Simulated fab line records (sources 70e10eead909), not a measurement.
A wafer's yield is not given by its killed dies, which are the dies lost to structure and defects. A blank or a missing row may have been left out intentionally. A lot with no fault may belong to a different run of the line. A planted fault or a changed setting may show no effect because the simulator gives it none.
Struck lot and sound lot, side by side / flow nand harc / 15 out of 1302 route steps
Sound: these wafers, L535.1, L535.5, L535.6. Struck: wafers L556.1, L556.3. (L556.6 of the same lot was not struck and is left out.) The cause comes at the end.
For every step that has rows: the tool of each side, followed by ch and its chambers, followed by its first start. Under that, the readings that differ: sound wafers / struck wafers / difference of the means / sigmas: that difference in standard deviations of wafers without a fault.
alike: a reading whose means differ by less than 2 such deviations, as well as words and numbers matching on both sides. not compared: withheld readings; readings where some wafer has no value; bounds like >300 that might hide an equal value; numbers whose values overlap and for which the record gives no deviation.
A row with sigmas, a row that says differs or no value, or rows on one side alone: a step with any of these is where the two part. When numbers do not overlap yet have no deviation, they are printed without sigmas and do not part them. Lack of a reading on every wafer of one side parts them only where that side has two or more wafers.

first, 8 steps without rows for these wafers: NHARC_P_M0_HMDS_02 (time 30 s); NHARC_P_M0_COAT_33 (time 65 s); NHARC_P_M0_COAT_03 (resist thk 90 nm); NHARC_P_M0_SOFTBAKE_04 (time 55 s); NHARC_P_M0_EBR_05; NHARC_P_M0_EXPOSE_06 (exposes mask P M0, target cd 90 nm); NHARC_P_M0_PEB_07 (peb time 65 s); NHARC_P_M0_DEVELOP_08 (develop time 35 s).
NHARC_P_M0_CD_MEAS_09: target cd 90 nm.
  sound on cd sem-02 ch 0, day 6 15:36; struck on cd sem-03 ch 0, day 14 09:58
  alike: cd nm
NHARC_P_M0_OVL_MEAS_10: pitch 180 nm.
  sound: overlay-02 at day 6 15:41; struck: overlay-01 at day 14 10:03
  alike: overlay x nm, overlay y nm
NHARC_P_M0_INSPECT_11:
  sound: defect inspect-02 at day 6 15:43; struck: defect inspect-02 at day 14 10:05
  alike: raw defect count
NHARC_P_M0_DESCUM_14: chemistry O2, time 3 s.
  sound on rie diel-07 ch 0,1, day 6 15:47; struck on rie diel-02 ch 1,3, day 14 10:09
  alike: drypump motor current A, oes product au, rf vpp V, showerhead plenum p Torr, throttle valve pct
  not compared: rf hours counter h
NHARC_P_M0_ETCH_34: etches the open film in N2/H2, target depth 40 nm, overetch 12 nm, time 43.94 s.
  sound on rie diel-07 ch 1,2,3, day 6 15:53; struck on rie diel-02 ch 2,3, day 14 10:14
reading=n2 flow sccm (sccm); sound=149.7 150.2 148.9; struck=150.8 150.4; difference=+1.0; sigmas=+2
reading=run length s (s); sound=65.8 65.0 65.4; struck=52.6 52.0; difference=-13.1; sigmas=-30
  alike: drypump motor current A, oes product au, rf vpp V, showerhead plenum p Torr, throttle valve pct
  not compared: rf hours counter h
NHARC_P_M0_ETCH_15: etches the open film in C4F8/Ar, target depth 150 nm, overetch 15 nm, time 82.5 s.
  sound: rie diel-07 ch 0,2,3; struck: rie diel-02 ch 2,3
  alike: oes product au, rf vpp V, run length s
  not compared: rf hours counter h
-- record jumps: 19 days between struck wafers' starts before vs after; left off in module P_M0, resumes in module END, first step shown is number 1302 of the route --
NHARC_END_SORT_01:
  here the record holds rows for the struck wafers (prober-02 ch 0, day 33 04:28) but none for the sound ones

WHERE THEY PART
First at NHARC_P_M0_ETCH_34; last, within this record, at NHARC_END_SORT_01.

WHY: what the simulator had put in
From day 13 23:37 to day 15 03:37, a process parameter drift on rie diel-02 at NHARC_P_M0_ETCH_34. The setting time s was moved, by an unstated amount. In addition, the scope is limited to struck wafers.
